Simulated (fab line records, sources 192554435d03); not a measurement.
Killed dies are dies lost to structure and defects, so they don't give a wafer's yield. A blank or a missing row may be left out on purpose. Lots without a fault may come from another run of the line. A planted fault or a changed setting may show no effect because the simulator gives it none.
A struck lot beside a sound one | flow n5_finfet | 35 steps out of a route of 1938
Sound: wafers L735.1, L735.2, L735.4. Struck: wafers L739.1, L739.2, L739.5. The cause comes at the end.
At each step with rows: each side's tool, then ch and its chambers, then its first start. Under that, the readings that differ: sound wafers | struck wafers | difference of the means | sigmas: that difference in standard deviations of wafers without a fault.
alike: readings whose means differ by less than 2 such deviations, and words and numbers that are the same on both sides. not compared: withheld readings, readings that some wafer has no value for, bounds like >300 that may hide the same value, and numbers for which the record gives no deviation and whose values overlap.
The two part at a step that has a row with sigmas, a row that says differs or no value, or rows on one side only. Numbers that don't overlap but have no deviation are shown without sigmas and don't part them. A reading that every wafer of one side lacks parts them only if that side has two wafers or more.

first, 9 steps without rows for these wafers: N5_STI_FIN_REVEAL_SRD_21 (time 30 s); N5_STI_FIN_REVEAL_OXIDATION_33 (chemistry O2 PLASMA REMOTE, time 20 s); N5_STI_FIN_REVEAL_CLEAN_19 (cleans in O3/DIW, time 120 s); N5_STI_FIN_REVEAL_SRD_23 (time 30 s); N5_STI_FIN_REVEAL_PRECLEAN_18 (cleans in SC2, time 45 s); N5_STI_FIN_REVEAL_SRD_28 (time 30 s); N5_DUMMY_GATE_PRECLEAN_00 (cleans in O3/DIW, time 60 s); N5_DUMMY_GATE_SRD_01 (time 30 s); N5_DUMMY_GATE_ALD_02 (deposits SiO2, target thk 2 nm, pulse time 1 s).
N5_DUMMY_GATE_CVD_03: deposits a-Si from SiH4, target thk 150 nm, time 8042 s.
  sound on lpcvd-01 ch 0/40,0/45,0/54, day 3 03:36; struck on lpcvd-02 ch 1/65,1/70,1/84, day 4 00:24
  reading               | sound             | struck            | difference | sigmas
  spike_tc_bottom_C (C) | 550.1 550.1 550.1 | 553.8 553.8 553.8 | +3.7       | +3
  spike_tc_lower_C (C)  | 529.1 529.1 529.1 | 532.0 532.0 532.0 | +2.9       | +2
  alike: susceptor_temp_C, zone_power_lower_pct
then, 24 steps without rows for these wafers: N5_DUMMY_GATE_PRECLEAN_46 (cleans in DIW, time 89.5 s); N5_DUMMY_GATE_SRD_47 (dry time 32 s); N5_DUMMY_GATE_CMP_04 (polishes a-Si); N5_DUMMY_GATE_HM_DEP_06 (deposits SiNx from DCS/NH3, target thk 80 nm, time 5141 s); N5_DUMMY_GATE_PECVD_30 (deposits SiO2 from TEOS/O2, target thk 55 nm, time 10.8 s); N5_DUMMY_GATE_COAT_34 (time 60 s, resist thk 60 nm); N5_DUMMY_GATE_COAT_35 (time 60 s, resist thk 10 nm); N5_DUMMY_GATE_COAT_28 (time 60 s, resist thk 10 nm); N5_DUMMY_GATE_COAT_09 (resist thk 30 nm); N5_DUMMY_GATE_EBR_11; N5_DUMMY_GATE_SOFTBAKE_10 (time 60 s); N5_DUMMY_GATE_EXPOSE_12 (exposes mask GATE, target cd 25 nm); N5_DUMMY_GATE_PEB_13 (peb time 60 s); N5_DUMMY_GATE_DEVELOP_14 (develop time 30 s); N5_DUMMY_GATE_DESCUM_20 (chemistry O2, time 6.2 s); N5_DUMMY_GATE_ETCH_29 (etches underlayer in N2/H2, target depth 13 nm); N5_DUMMY_GATE_ETCH_36 (etches SiARC in CF4, target depth 13 nm); N5_DUMMY_GATE_ETCH_37 (etches SOC in N2/H2, target depth 60 nm, overetch 30 nm); N5_DUMMY_GATE_STRIP_38 (strips in N2/H2); N5_DUMMY_GATE_STRIP_39 (strips in N2/H2); N5_DUMMY_GATE_TRIM_49 (chemistry O2, time 29 s, target cd 14 nm); N5_DUMMY_GATE_STRIP_40 (strips in CF4); N5_DUMMY_GATE_ETCH_31 (etches SiO2 in C4F6/O2, target depth 82.5 nm, time 27.5 s); N5_DUMMY_GATE_STRIP_41 (strips in O2).
-- the record jumps here: 10 days lie between the struck wafers' starts before and after (it left off in module DUMMY_GATE and takes up again in module PASSIVATION, whose first step shown is number 1936 of the route) --
N5_PASSIVATION_PROBE_49:
  sound on prober-01, day 12 17:35; struck on prober-02, day 14 01:57
  reading                  | sound          | struck         | difference | sigmas
  defect_limited_yield (%) | 93.2 90.8 93.1 | 86.4 82.5 84.3 | -8.0       | -5
  killed_at_front_end      | 34 41 26       | 92 103 117     | +70        | +5
  killed_dies              | 80 108 82      | 160 206 185    | +94        | +5
  killed_on_rim            | 12 13 6        | 28 32 25       | +18        | +4
  sort_bin_5_function (%)  | 3.8 5.6 4.6    | 8.6 9.7 10.0   | +4.8       | +5
  sort_n_pass              | 1100 1072 1098 | 1020 974 995   | -94        | -5
  sort_yield_pct (%)       | 93.2 90.8 93.1 | 86.4 82.5 84.3 | -8.0       | -5
  alike: killed_at_M0_to_M3, killed_at_M4_up, killed_at_contacts, killed_at_other, killed_open, killed_short, sort_bin_6_memory, sort_bin_8_speed

WHERE THEY PART
First at N5_DUMMY_GATE_CVD_03; last, within this record, at N5_PASSIVATION_PROBE_49.

WHY: what the simulator had put in
Chamber particle source: lpcvd-02, from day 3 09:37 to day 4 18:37, at N5_DUMMY_GATE_CVD_03. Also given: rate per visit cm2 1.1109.
